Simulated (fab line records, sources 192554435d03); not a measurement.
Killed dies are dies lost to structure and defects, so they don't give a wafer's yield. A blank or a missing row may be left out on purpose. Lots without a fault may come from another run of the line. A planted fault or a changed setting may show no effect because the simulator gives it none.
Chamber matching | flow n5_finfet | N5_BEOL_M10_STRIP_36 on rie_diel-01: 4 sister chambers
The step strips in N2/H2. 18 wafers are shown with their chamber, then 9 later ones without.

WAFERS WITH THEIR CHAMBER
wafer  | chamber | drypump_motor_current_A (A) | showerhead_plenum_p_Torr (Torr) | throttle_valve_pct (%)
L074.1 | 1       | 6.1                         | 2.53                            | 23.9
L074.3 | 2       | 6.4                         | 2.60                            | 23.3
L074.6 | 3       | 5.3                         | 2.52                            | 23.6
L076.2 | 3       | 5.3                         | 2.52                            | 23.6
L076.3 | 0       | 5.5                         | 2.56                            | 23.4
L076.6 | 1       | 6.1                         | 2.52                            | 24.0
L077.1 | 0       | 5.4                         | 2.56                            | 23.4
L077.2 | 1       | 6.1                         | 2.52                            | 24.0
L077.4 | 3       | 5.3                         | 2.51                            | 23.6
L078.1 | 3       | 5.3                         | 2.51                            | 23.6
L078.2 | 1       | 6.1                         | 2.52                            | 24.0
L078.6 | 1       | 6.1                         | 2.52                            | 24.0
L086.1 | 0       | 5.5                         | 2.54                            | 23.5
L086.2 | 1       | 6.1                         | 2.51                            | 24.0
L086.5 | 1       | 6.1                         | 2.51                            | 24.0
L087.2 | 1       | 6.1                         | 2.51                            | 24.0
L087.4 | 3       | 5.3                         | 2.51                            | 23.3
L087.6 | 3       | 5.3                         | 2.51                            | 23.3

SIGNATURES (means of the wafers above)
reading                  | chamber 0 | chamber 1 | chamber 2 | chamber 3 | scatter within a chamber
drypump_motor_current_A  | 5.467     | 6.100     | 6.400     | 5.300     | 0.0218
showerhead_plenum_p_Torr | 2.5533    | 2.5175    | 2.6000    | 2.5133    | 0.00732
throttle_valve_pct       | 23.433    | 23.988    | 23.300    | 23.500    | 0.0983
Rule: a wafer's distance from a chamber is the root of the sum, over the readings, of the square of ((its reading less the chamber's mean) divided by the reading's scatter). The wafer belongs to the nearest chamber; if the next one is less than 2 further off, it can't be placed. The scatter: the root of (the sum of the squares of (reading less its chamber's mean) over the shown wafers, divided by (wafers less chambers)).

WAFERS WITHOUT THEIR CHAMBER
wafer  | drypump_motor_current_A (A) | showerhead_plenum_p_Torr (Torr) | throttle_valve_pct (%)
L089.2 | 5.5                         | 2.54                            | 23.5
L089.4 | 5.3                         | 2.51                            | 23.3
L089.6 | 6.1                         | 2.51                            | 24.0
L091.4 | 5.3                         | 2.51                            | 23.3
L091.5 | 6.1                         | 2.51                            | 24.0
L091.6 | 6.3                         | 2.59                            | 22.9
L092.1 | 6.4                         | 2.58                            | 23.0
L092.2 | 5.4                         | 2.54                            | 23.5
L092.4 | 5.3                         | 2.51                            | 23.3

WHICH CHAMBER EACH WENT THROUGH
wafer  | from the rows above | in truth
L089.2 | 0                   | 0
L089.4 | 3                   | 3
L089.6 | 1                   | 1
L091.4 | 3                   | 3
L091.5 | 1                   | 1
L091.6 | 2                   | 2
L092.1 | 2                   | 2
L092.2 | 0                   | 0
L092.4 | 3                   | 3
Placed correctly: 9 of 9. Can't be placed from these rows: 0. Placed wrongly: 0.
